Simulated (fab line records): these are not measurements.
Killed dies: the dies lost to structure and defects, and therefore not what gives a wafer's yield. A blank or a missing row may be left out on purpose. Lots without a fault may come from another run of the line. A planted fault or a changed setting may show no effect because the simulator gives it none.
fab line records | flow n5-finfet
record lots=11 | wafers=31 | last-day=17
route steps=1938 shown MOL_CONTACT_COAG@616 PAD_METAL@1893 PASSIVATION@1905
lots that met no fault: taken from a fault-free run of the same line
start-h: the number of hours between the record's first day and the start of the first shown wafer of the lot | wait-h: time in hours since the lot's previous step | " as in the row above | L1.1+2: a single row standing in for several wafers | - either no value or no given start | * or withheld: withheld | < > ~ a bound
route shown NAME@n: names a module that has steps shown in the file, with the first one's number in the route | usual: the fault-free wafers' mean and standard deviation | same: alike in all rows | chamber/n: place in a boat | sites: per-site readings | _std_site: standard deviation of those values | _edge_site: the outer-site mean with the inner-site mean subtracted | radius-mm: how far each site lies from the wafer's centre | mask NAME#n: copy n | behind: the tool/chamber that last shaped the wafer | hold: why the lot went on hold/how many hours it stayed there/how the hold came to an end | device: which transistor (n, p or np) failed to switch | end of line: the same wafers' tests at the end of the route | a step without rows: its recipe alone | killed: dies lost to structure and defects at the first sort, not the wafer's yield | map: per-die view of a wafer (x killed, . not killed, _ where there is no die)
set.NAME: the setting as run; set.NAME@STEP: as run at that earlier step | model.NAME: the simulator's own value behind a step, which no gauge read
a sample of lots followed through the steps of the route, with each step as a table and each wafer as a row
services: the hour from which a tool's chamber was out of use, counted from the record's first day as start-h (under 0 if before that day), plus the number of hours and why
## steps
# step N5_MOL_CONTACT_COAG_ETCH_124
# recipe chemistry=CH3F/O2 | target=SiNx | target-depth-a=65 | mask-material=SOC | stop-on=SiOC | over-etch-frac=0.3 | ion-energy-ev=120 | pressure-mtorr=30 | source-w=395 | bias-w=73 | Ar_flow_sccm=150 | CH3F_flow_sccm=30 | O2_flow_sccm=20 | ends=end-point
# usual drypump-motor-current-A=5.7/0.58 | oes_ar_750_au=0.79/0.1 | oes-product-au=0.68/0.088 | rf-vpp-V=302/7 | showerhead-plenum-p-Torr=2.01/0.074 | throttle-valve-pct=16.4/0.32
# same over-etch-frac=0.3
lot.wafer | tool        | chamber | start-h | wait-h | drypump-motor-current-A | oes_ar_750_au | oes-product-au | rf-hours-counter-h | rf-vpp-V | showerhead-plenum-p-Torr | throttle-valve-pct
L831.1    | rie-diel-05 | 2       | 106.53  | 0.0    | 5.3                     | 0.89          | 0.78           | 20                 | 297      | 2.01                     | 15.8
L831.3    | "           | 3       | "       | "      | 6.3                     | 0.71          | 0.61           | 241                | 308      | 2.05                     | 16.5
L831.5    | "           | 3       | "       | "      | 6.3                     | 0.70          | 0.60           | -                  | 307      | 2.05                     | 16.5
L834.1    | rie-diel-05 | 2       | 128.75  | 0.0    | 5.3                     | 0.88          | 0.76           | 27                 | 296      | 2.01                     | 15.8
L834.6    | "           | 1       | "       | "      | 5.3                     | 0.70          | 0.58           | -                  | 299      | 1.88                     | 16.7
L835.1    | rie-diel-06 | 0       | 131.80  | 0.0    | 6.2                     | 0.70          | 0.60           | 226                | 292      | 1.96                     | 16.7
L835.3    | "           | 3       | "       | "      | 5.8                     | 0.80          | 0.71           | 76                 | 309      | 2.02                     | 16.2
L835.6    | "           | 3       | "       | "      | 5.8                     | 0.80          | 0.70           | -                  | 310      | 2.02                     | 16.2
L836.1    | rie-diel-04 | 2       | 140.98  | 0.0    | 5.7                     | 0.64          | 0.58           | 243                | 307      | 1.94                     | 16.5
L836.3    | "           | 3       | "       | "      | 6.2                     | 0.78          | 0.67           | 108                | 305      | 1.95                     | 16.6
L836.5    | "           | 1       | "       | "      | 5.9                     | 0.72          | 0.60           | -                  | 291      | 2.07                     | 17.0
L839.2    | rie-diel-05 | 2       | 156.29  | 0.0    | 5.3                     | 0.85          | 0.75           | 40                 | 296      | 2.01                     | 15.8
L839.4    | "           | 3       | "       | "      | 6.3                     | 0.98          | 0.84           | 1                  | 306      | 2.04                     | 16.1
L839.5    | "           | 3       | "       | "      | 6.3                     | 0.97          | 0.84           | -                  | 306      | 2.04                     | 16.1
L840.2    | rie-diel-05 | 1       | 159.53  | 0.0    | 5.3                     | 0.69          | 0.58           | 246                | 297      | 1.87                     | 16.7
L840.3    | "           | 2       | "       | "      | 5.3                     | 0.85          | 0.74           | 40                 | 294      | 2.01                     | 15.8
L840.5    | "           | 3       | "       | "      | 6.3                     | 0.95          | 0.82           | -                  | 308      | 2.04                     | 16.1
L841.3    | rie-diel-05 | 1       | 166.85  | 0.0    | 5.3                     | 0.69          | 0.57           | 249                | 297      | 1.87                     | 16.7
L841.4    | "           | 3       | "       | "      | 6.3                     | 0.95          | 0.81           | 4                  | 307      | 2.04                     | 16.1
L841.6    | "           | 2       | "       | "      | 5.3                     | 0.85          | 0.74           | -                  | 295      | 2.01                     | 15.8
L842.1    | rie-diel-05 | 0       | 171.33  | 0.0    | 4.8                     | 0.70          | 0.59           | 239                | 300      | 1.90                     | 16.7
L842.3    | "           | 2       | "       | "      | 5.3                     | 0.85          | 0.73           | 45                 | 295      | 2.01                     | 15.8
L842.4    | "           | 2       | "       | "      | 5.2                     | 0.84          | 0.74           | -                  | 295      | 2.01                     | 15.8
L845.4    | rie-diel-05 | 2       | 191.22  | 0.0    | 5.3                     | 0.84          | 0.73           | 52                 | 295      | 2.00                     | 15.8
L845.5    | "           | 0       | "       | "      | 4.8                     | 0.69          | 0.58           | -                  | 300      | 1.90                     | 16.7
L845.6    | "           | 1       | "       | "      | 5.3                     | 0.99          | 0.83           | -                  | 303      | 2.12                     | 16.2
L850.1    | rie-diel-06 | 3       | 222.87  | 0.0    | 5.9                     | 0.76          | 0.66           | 114                | 311      | 2.00                     | 16.3
L850.4    | "           | 3       | "       | "      | 5.8                     | 0.76          | 0.67           | -                  | 312      | 2.00                     | 16.3
L850.6    | "           | 1       | "       | "      | 4.8                     | 0.70          | 0.60           | -                  | 288      | 1.96                     | 16.5
L853.5    | rie-diel-06 | 0       | 244.82  | 0.0    | 6.3                     | 0.96          | 0.81           | -                  | 290      | 1.95                     | 16.2
L853.6    | "           | 1       | "       | "      | 4.8                     | 0.70          | 0.59           | -                  | 288      | 1.96                     | 16.5
# step N5_PASSIVATION_DEGAS_18
# recipe ambient=vacuum | temp-c=300 | time-s=60
# usual heater-power-w=480/75
lot.wafer | tool           | chamber | start-h | wait-h | heater-power-w
L831.1    | pvd-sputter-02 | -       | 280.51  | 0.9    | 577
L831.3    | "              | -       | "       | "      | 448
L831.5    | "              | -       | "       | "      | 452
L834.1    | pvd-sputter-01 | -       | 300.91  | 1.7    | 457
L834.6    | "              | -       | "       | "      | 523
L835.1    | pvd-sputter-01 | -       | 303.21  | 0.6    | 468
L835.3    | "              | -       | "       | "      | 457
L835.6    | "              | -       | "       | "      | 444
L836.1    | pvd-sputter-01 | -       | 307.19  | 0.5    | 458
L836.3    | "              | -       | "       | "      | 459
L836.5    | "              | -       | "       | "      | 530
L839.2    | pvd-sputter-01 | -       | 326.08  | 0.5    | 521
L839.4    | "              | -       | "       | "      | 462
L839.5    | "              | -       | "       | "      | 448
L840.2    | pvd-sputter-02 | -       | 326.11  | 0.2    | 570
L840.3    | "              | -       | "       | "      | 336
L840.5    | "              | -       | "       | "      | 439
L841.3    | pvd-sputter-02 | -       | 337.52  | 0.3    | 539
L841.4    | "              | -       | "       | "      | 448
L841.6    | "              | -       | "       | "      | 331
L842.1    | pvd-sputter-02 | -       | 337.94  | 0.5    | 452
L842.3    | "              | -       | "       | "      | 339
L842.4    | "              | -       | "       | "      | 586
L845.4    | pvd-sputter-02 | -       | 346.58  | 0.0    | 536
L845.5    | "              | -       | "       | "      | 582
L845.6    | "              | -       | "       | "      | 528
L850.1    | pvd-sputter-03 | -       | 389.79  | 0.4    | 604
L850.4    | "              | -       | "       | "      | 491
L850.6    | "              | -       | "       | "      | 604
L853.5    | pvd-sputter-03 | -       | 394.53  | 0.3    | 487
L853.6    | "              | -       | "       | "      | 469
# step N5_PASSIVATION_CD_MEAS_30
# recipe target-cd-nm=4000 | landing-energy-ev=500 | detector=se-inlens | polarity=opening
# usual cd-nm=4000.4/2.8
lot.wafer | tool      | chamber | start-h | wait-h | cd-nm
L831.1    | cd-sem-03 | 0       | 281.16  | -      | 3993.3
L831.3    | "         | 0       | "       | "      | 3998.8
L831.5    | "         | 0       | "       | "      | 3997.4
L834.1    | cd-sem-03 | 0       | 301.68  | -      | 3998.7
L834.6    | "         | 0       | "       | "      | 4003.2
L835.1    | cd-sem-02 | 0       | 303.98  | -      | 4001.6
L835.3    | "         | 0       | "       | "      | 4000.5
L835.6    | "         | 0       | "       | "      | 3998.3
L836.1    | cd-sem-01 | 0       | 307.96  | -      | 3997.5
L836.3    | "         | 0       | "       | "      | 3999.1
L836.5    | "         | 0       | "       | "      | 4002.6
L839.2    | cd-sem-02 | 0       | 326.73  | -      | 4001.3
L839.4    | "         | 0       | "       | "      | 4004.3
L839.5    | "         | 0       | "       | "      | 3998.5
L840.2    | cd-sem-03 | 0       | 326.89  | -      | 3992.2
L840.3    | "         | 0       | "       | "      | 4001.7
L840.5    | "         | 0       | "       | "      | 4002.3
L841.3    | cd-sem-02 | 0       | 338.30  | -      | 4000.1
L841.4    | "         | 0       | "       | "      | 4003.8
L841.6    | "         | 0       | "       | "      | 4000.0
L842.1    | cd-sem-02 | 0       | 338.59  | -      | 4001.9
L842.3    | "         | 0       | "       | "      | 4002.0
L842.4    | "         | 0       | "       | "      | 4000.6
L845.4    | cd-sem-01 | 0       | 347.23  | -      | 4000.3
L845.5    | "         | 0       | "       | "      | 4006.1
L845.6    | "         | 0       | "       | "      | 3999.8
L850.1    | cd-sem-02 | 0       | 390.60  | -      | 4001.7
L850.4    | "         | 0       | "       | "      | 3997.5
L850.6    | "         | 0       | "       | "      | 3993.2
L853.5    | cd-sem-02 | 0       | 395.37  | -      | 4000.0
L853.6    | "         | 0       | "       | "      | 4002.7
# step N5_PASSIVATION_STRIP_48
# recipe chemistry=O2 | power-w=600 | temp-c=60 | pressure-mtorr=30 | rf-frequency-hz=6e+07 | bias-power-w=0 | overash-fraction=0.5 | o2-flow-sccm=225
# usual drypump-motor-current-A=5.7/0.57 | o2-flow-sccm=225.0/0.6 | oes-product-au=0.82/0.088 | rf-vpp-V=4.0/2.6 | showerhead-plenum-p-Torr=2.10/0.078 | throttle-valve-pct=16.69/0.21
lot.wafer | tool        | chamber | start-h | wait-h | drypump-motor-current-A | o2-flow-sccm | oes-product-au | rf-hours-counter-h | rf-vpp-V | showerhead-plenum-p-Torr | throttle-valve-pct
L831.1    | rie-diel-04 | 1       | 284.43  | 0.1    | 5.8                     | 224.3        | 0.93           | 16                 | 9.1      | 2.16                     | 16.91
L831.3    | "           | 2       | "       | "      | 5.6                     | 225.6        | 0.91           | 39                 | 0.3      | 2.03                     | 16.59
L831.5    | "           | 1       | "       | "      | 5.9                     | 224.6        | 0.90           | -                  | 6.3      | 2.16                     | 16.93
L834.1    | rie-diel-06 | 0       | 304.70  | 0.1    | 6.2                     | 225.9        | 0.93           | 25                 | 3.4      | 2.04                     | 16.54
L834.6    | "           | 2       | "       | "      | 5.1                     | 225.0        | 0.74           | -                  | 6.7      | 2.22                     | 16.58
L835.1    | rie-diel-05 | 1       | 307.00  | 0.1    | 5.3                     | 225.2        | 0.88           | 52                 | 8.6      | 2.20                     | 16.69
L835.3    | "           | 0       | "       | "      | 4.8                     | 224.5        | 0.92           | 42                 | 3.9      | 2.24                     | 16.71
L835.6    | "           | 1       | "       | "      | 5.3                     | 225.4        | 0.85           | -                  | 3.0      | 2.20                     | 16.70
L836.1    | rie-diel-04 | 3       | 310.71  | 0.1    | 6.2                     | 224.3        | 0.72           | 173                | 0.4      | 2.00                     | 16.97
L836.3    | "           | 0       | "       | "      | 6.7                     | 224.9        | 0.68           | 232                | 1.5      | 2.14                     | 16.70
L836.5    | "           | 3       | "       | "      | 6.2                     | 223.8        | 0.72           | -                  | 2.3      | 2.00                     | 16.95
L840.2    | rie-diel-06 | 0       | 329.68  | 0.1    | 6.2                     | 225.4        | 0.90           | 26                 | 6.6      | 2.04                     | 16.58
L840.3    | "           | 1       | "       | "      | 4.8                     | 224.6        | 0.94           | 5                  | 6.8      | 2.03                     | 16.46
L840.5    | "           | 1       | "       | "      | 4.8                     | 224.2        | 0.96           | -                  | 12.9     | 2.03                     | 16.41
L839.2    | rie-diel-04 | 2       | 329.94  | 0.1    | 5.7                     | 224.2        | 0.87           | 59                 | 0.9      | 2.02                     | 16.55
L839.4    | "           | 3       | "       | "      | 6.2                     | 225.7        | 0.71           | 180                | 6.9      | 1.99                     | 17.03
L839.5    | "           | 2       | "       | "      | 5.7                     | 224.8        | 0.84           | -                  | 5.0      | 2.02                     | 16.55
L841.3    | rie-diel-04 | 0       | 340.80  | 0.1    | 6.8                     | 225.8        | 0.66           | 242                | 4.1      | 2.13                     | 16.72
L841.4    | "           | 2       | "       | "      | 5.7                     | 224.9        | 0.84           | 63                 | 0.1      | 2.02                     | 16.56
L841.6    | "           | 3       | "       | "      | 6.3                     | 226.4        | 0.75           | -                  | 2.1      | 1.99                     | 16.98
L842.1    | rie-diel-04 | 1       | 341.39  | 0.1    | 5.9                     | 224.8        | 0.87           | 39                 | 7.4      | 2.15                     | 17.05
L842.3    | "           | 0       | "       | "      | 6.7                     | 226.4        | 0.66           | 242                | 3.4      | 2.13                     | 16.75
L842.4    | "           | 2       | "       | "      | 5.7                     | 225.3        | 0.86           | 63                 | 3.4      | 2.02                     | 16.51
L845.4    | rie-diel-04 | 3       | 350.44  | 0.1    | 6.2                     | 225.6        | 0.73           | 188                | 4.2      | 1.99                     | 16.97
L845.5    | "           | 1       | "       | "      | 5.9                     | 225.1        | 0.84           | -                  | 3.4      | 2.15                     | 16.97
L845.6    | "           | 2       | "       | "      | 5.7                     | 224.4        | 0.85           | -                  | 3.7      | 2.02                     | 16.45
L850.1    | rie-diel-04 | 0       | 393.13  | 0.1    | 6.6                     | 225.0        | 1.01           | 1                  | 2.2      | 2.13                     | 16.32
L850.4    | "           | 3       | "       | "      | 6.3                     | 224.9        | 0.72           | 205                | 3.9      | 1.99                     | 17.07
L850.6    | "           | 0       | "       | "      | 6.6                     | 224.9        | 0.98           | -                  | 7.7      | 2.13                     | 16.29
L853.5    | rie-diel-04 | 3       | 398.33  | 0.0    | 6.2                     | 224.4        | 0.69           | -                  | 7.6      | 1.99                     | 17.03
L853.6    | "           | 0       | "       | "      | 6.7                     | 225.6        | 0.98           | -                  | 6.4      | 2.13                     | 16.41
# step N5_PASSIVATION_PROBE_49
# usual defect-limited-yield=91.4/1.5 | killed_at_M0_to_M3=36/11 | killed_at_M4_up=14/6 | killed-at-contacts=11/6 | killed-at-front-end=37/11 | killed-at-other=4/3.4 | killed-dies=102/18 | killed-on-rim=13/3.5 | killed-open=66/13 | killed-short=34/7.8 | sort_bin_4_leakage=0.00/0.017 | sort_bin_5_function=5.0/0.97 | sort_bin_6_memory=3.2/0.7 | sort-n-pass=1078/19 | sort-yield-pct=91.3/1.6
# same gross-dies=1180 | killed-at-back-side=0 | sort_bin_8_speed[%]=0
lot.wafer | tool      | chamber | start-h | wait-h | defect-limited-yield[%] | killed_at_M0_to_M3 | killed_at_M4_up | killed-at-contacts | killed-at-front-end | killed-at-other | killed-dies | killed-on-rim | killed-open | killed-short | sort_bin_4_leakage[%] | sort_bin_5_function[%] | sort_bin_6_memory[%] | sort-n-pass | sort-yield-pct[%]
L841.3    | prober-02 | -       | 343.39  | 0.1    | 93.2                    | 28                 | 10              | 7                  | 31                  | 4               | 80          | 9             | 51          | 28           | 0                     | 3.6                    | 3.1                  | 1100        | 93.2
L841.4    | prober-02 | -       | 343.44  | 0.2    | 93.6                    | 25                 | 6               | 9                  | 34                  | 1               | 75          | 7             | 47          | 28           | 0.08                  | 3.4                    | 2.7                  | 1104        | 93.6
L841.6    | prober-02 | -       | 343.54  | 0.3    | 88.8                    | 32                 | 13              | 63                 | 22                  | 2               | 132         | 30            | 46          | 24           | 0                     | 7.7                    | 2.5                  | 1048        | 88.8
L842.1    | prober-02 | -       | 344.63  | 0.8    | 92.6                    | 34                 | 17              | 4                  | 25                  | 7               | 87          | 7             | 47          | 39           | 0                     | 4.5                    | 2.5                  | 1093        | 92.6
L842.3    | prober-02 | -       | 344.73  | 0.9    | 88.0                    | 35                 | 14              | 61                 | 30                  | 2               | 142         | 28            | 46          | 41           | 0                     | 7.4                    | 4.1                  | 1038        | 88.0
L842.4    | prober-02 | -       | 344.78  | 0.9    | 85.3                    | 36                 | 18              | 59                 | 58                  | 3               | 174         | 26            | 74          | 45           | 0                     | 9.3                    | 4.1                  | 1006        | 85.3
L845.4    | prober-02 | -       | 353.09  | 0.2    | 85.8                    | 56                 | 12              | 69                 | 19                  | 11              | 167         | 29            | 72          | 33           | 0                     | 9.6                    | 3.3                  | 1013        | 85.8
L845.5    | prober-02 | -       | 353.14  | 0.2    | 90.4                    | 47                 | 16              | 9                  | 33                  | 8               | 113         | 14            | 76          | 37           | 0                     | 5.8                    | 3.6                  | 1067        | 90.4
L845.6    | prober-02 | -       | 353.19  | 0.3    | 92.3                    | 49                 | 16              | 11                 | 12                  | 3               | 91          | 9             | 61          | 30           | 0                     | 4.1                    | 3.1                  | 1089        | 92.3
# killed by level:class
L841.3 FIN_SAQP:geometric-particle:open=14 BEOL_M2:geometric-particle:open=10 MOL_CONTACT_COAG:geometric-particle:open=6 BEOL_M1:geometric-particle:open=5 BEOL_M1:geometric-particle:short=5 FIN_SAQP:geometric-particle:short=4 SPACER0:geometric-particle:short=3 BEOL_M4:geometric-particle:open=3
L841.4 FIN_SAQP:geometric-particle:open=7 BEOL_M0_SAQP:geometric-particle:short=6 MOL_CONTACT_COAG:geometric-particle:open=5 BEOL_M2:geometric-particle:open=5 STI_FIN_REVEAL:geometric-particle:open=4 GATE_CUT:geometric-particle:short=4 GATE_CUT:geometric-particle:open=4 MOL_CONTACT_COAG:geometric-particle:short=4
L841.6 MOL_CONTACT_COAG:unspecified=54 MOL_CONTACT_COAG:geometric-particle:open=6 BEOL_M0_SAQP:geometric-particle:short=6 BEOL_M1:geometric-particle:open=6 BEOL_M0_SAQP:geometric-particle:open=5 BEOL_M2:geometric-particle:open=5 STI_FIN_REVEAL:geometric-particle:open=4 DUMMY_GATE:geometric-particle:open=4
L842.1 BEOL_M4:geometric-particle:open=10 BEOL_M3:geometric-particle:short=8 FIN_SAQP:geometric-particle:open=7 FIN_SAQP:geometric-particle:short=5 BEOL_M0_SAQP:geometric-particle:open=5 BEOL_M0_SAQP:geometric-particle:short=5 BEOL_M3:geometric-particle:open=5 BEOL_M1:geometric-particle:open=4
L842.3 MOL_CONTACT_COAG:unspecified=55 BEOL_M0_SAQP:geometric-particle:short=11 BEOL_M0_SAQP:geometric-particle:open=8 FIN_SAQP:geometric-particle:open=6 FIN_SAQP:geometric-particle:short=6 STI_FIN_REVEAL:geometric-particle:open=5 MOL_CONTACT_COAG:geometric-particle:open=5 GATE_CUT:geometric-particle:short=4
L842.4 MOL_CONTACT_COAG:unspecified=53 FIN_SAQP:geometric-particle:open=23 FIN_SAQP:geometric-particle:short=12 BEOL_M0_SAQP:geometric-particle:short=12 BEOL_M0_SAQP:geometric-particle:open=11 BEOL_M4:geometric-particle:open=11 GATE_CUT:geometric-particle:short=6 BEOL_M4:geometric-particle:short=6
L845.4 MOL_CONTACT_COAG:unspecified=62 BEOL_M0_SAQP:geometric-particle:open=18 BEOL_M0_SAQP:geometric-particle:short=10 BEOL_M3:geometric-particle:short=8 MOL_CONTACT_COAG:geometric-particle:open=6 BEOL_M1:geometric-particle:open=6 BEOL_M2:geometric-particle:open=6 MIM_TOP:geometric-particle:open=6
L845.5 BEOL_M2:geometric-particle:open=13 STI_FIN_REVEAL:geometric-particle:open=12 BEOL_M0_SAQP:geometric-particle:short=10 MOL_CONTACT_COAG:geometric-particle:open=8 BEOL_M0_SAQP:geometric-particle:open=7 BEOL_M3:geometric-particle:open=7 FIN_SAQP:geometric-particle:short=5 GATE_CUT:geometric-particle:short=5
L845.6 BEOL_M0_SAQP:geometric-particle:short=12 BEOL_M2:geometric-particle:open=10 MOL_CONTACT_COAG:geometric-particle:open=8 BEOL_M0_SAQP:geometric-particle:open=8 BEOL_M1:geometric-particle:open=8 BEOL_M5:geometric-particle:open=6 BEOL_M3:geometric-particle:open=4 BEOL_M4:geometric-particle:open=4
## services
tool           | chamber | start-h | hours | kind
pvd-sputter-02 | -       | 103.35  | 1.5   | repair
pvd-sputter-02 | -       | 127.15  | 4.5   | repair
rie-diel-04    | 0       | 138.65  | 5.3   | repair
pvd-sputter-01 | -       | 141.51  | 3.1   | repair
rie-diel-06    | 0       | 147.08  | 5.7   | repair
pvd-sputter-01 | -       | 151.78  | 1.0   | repair
rie-diel-04    | 2       | 159.67  | -     | clean
rie-diel-04    | 2       | 159.67  | -     | consumable-replace:focus-ring
rie-diel-04    | 2       | 159.67  | 21.8  | scheduled-down
rie-diel-04    | 2       | 159.67  | 21.8  | vent-cycle
pvd-sputter-01 | -       | 194.09  | 0.8   | repair
rie-diel-04    | 1       | 214.39  | -     | clean
rie-diel-04    | 1       | 214.39  | -     | consumable-replace:focus-ring
rie-diel-04    | 1       | 214.39  | 16.8  | scheduled-down
rie-diel-04    | 1       | 214.39  | 16.8  | vent-cycle
rie-diel-04    | 1       | 235.62  | 8.8   | repair
rie-diel-05    | 3       | 239.05  | 115.1 | repair
pvd-sputter-02 | -       | 321.23  | 1.2   | repair
pvd-sputter-01 | -       | 330.79  | 2.4   | repair
rie-diel-06    | 0       | 336.10  | 14.8  | repair
rie-diel-05    | 0       | 345.00  | 5.6   | repair
pvd-sputter-01 | -       | 366.78  | 2.9   | repair
pvd-sputter-03 | -       | 373.64  | 2.2   | repair
rie-diel-05    | -       | 384.77  | 1.2   | repair
## key
first-sign step=N5_PASSIVATION_PROBE_49 | reading=killed-at-contacts | direction=up | sigmas=8.7 | usual=11 | struck=63
effect step=N5_PASSIVATION_PROBE_49 | reading=defect-limited-yield | direction=down | sigmas=2.9 | usual=91.4 | struck=87.0
more-kills-born-at N5_MOL_CONTACT_COAG_ETCH_124@rie-diel-05=224
met-at N5_MOL_CONTACT_COAG_ETCH_124
struck-lots L841,L842,L845
struck-wafers L841.6,L842.3,L842.4,L845.4
not-acting-at N5_PASSIVATION_DEGAS_18,N5_PASSIVATION_CD_MEAS_30,N5_PASSIVATION_STRIP_48
onset-between 159.53 166.85
fault kind=chamber-particle-source | tool=rie-diel-05 | chamber=2 | onset-h=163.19 | steps=N5_MOL_CONTACT_COAG_ETCH_124 | rate-per-visit-cm2=0.40114 | end-h=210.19
